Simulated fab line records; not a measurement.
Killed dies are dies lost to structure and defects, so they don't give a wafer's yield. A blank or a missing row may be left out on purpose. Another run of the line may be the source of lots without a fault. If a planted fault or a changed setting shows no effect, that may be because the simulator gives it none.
Chamber matching :: flow n5Finfet :: N5_BEOL_M0_SAQP_ALD_48 on aldSin-04: 4 sister chambers
The step deposits SiO2, target thk 20 nm, pulse time 1 s, co reactant pulse time 1 s. 4 wafers are shown with their chamber, then 10 later ones without.

## WAFERS PAIRED WITH THEIR CHAMBERS
wafer: L090.4
chamber: 1
heaterPowerW (W): 68

wafer: L092.1
chamber: 0
heaterPowerW (W): 68

wafer: L094.2
chamber: 3
heaterPowerW (W): 79

wafer: L094.3
chamber: 2
heaterPowerW (W): 82

## WAFERS WHOSE CHAMBER IS MISSING
wafer: L094.5
heaterPowerW (W): 79

wafer: L095.4
heaterPowerW (W): 81

wafer: L095.5
heaterPowerW (W): 81

wafer: L095.6
heaterPowerW (W): 67

wafer: L096.4
heaterPowerW (W): 80

wafer: L096.5
heaterPowerW (W): 78

wafer: L096.6
heaterPowerW (W): 70

wafer: L097.1
heaterPowerW (W): 69

wafer: L097.4
heaterPowerW (W): 70

wafer: L097.5
heaterPowerW (W): 78

## EACH ONE'S CHAMBER
wafer: L094.5
from the rows above: 3
in truth: 3

wafer: L095.4
from the rows above: can't be placed: 2 or 3
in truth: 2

wafer: L095.5
from the rows above: can't be placed: 2 or 3
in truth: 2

wafer: L095.6
from the rows above: can't be placed: 0 or 1
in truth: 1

wafer: L096.4
from the rows above: can't be placed: 3 or 2
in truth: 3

wafer: L096.5
from the rows above: 3
in truth: 3

wafer: L096.6
from the rows above: can't be placed: 0 or 1
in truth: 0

wafer: L097.1
from the rows above: can't be placed: 0 or 1
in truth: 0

wafer: L097.4
from the rows above: can't be placed: 0 or 1
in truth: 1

wafer: L097.5
from the rows above: 3
in truth: 3
3 of 10 placed correctly. Cannot be placed on the basis of these rows: 7; the candidates contain the true chamber in 7. Placed wrongly: 0.
How it was worked out, from the rows above alone: a wafer's distance from a chamber is the root of the sum, over the readings, of the square of ((its reading less the chamber's mean) divided by the reading's scatter). The wafer belongs to the nearest chamber; if the next one is less than 2 further off, it can't be placed. Each chamber's mean is taken over the wafers shown for it. The scatter: root of mean squared gap, hidden wafer to nearest shown wafer, with one shown wafer a chamber.
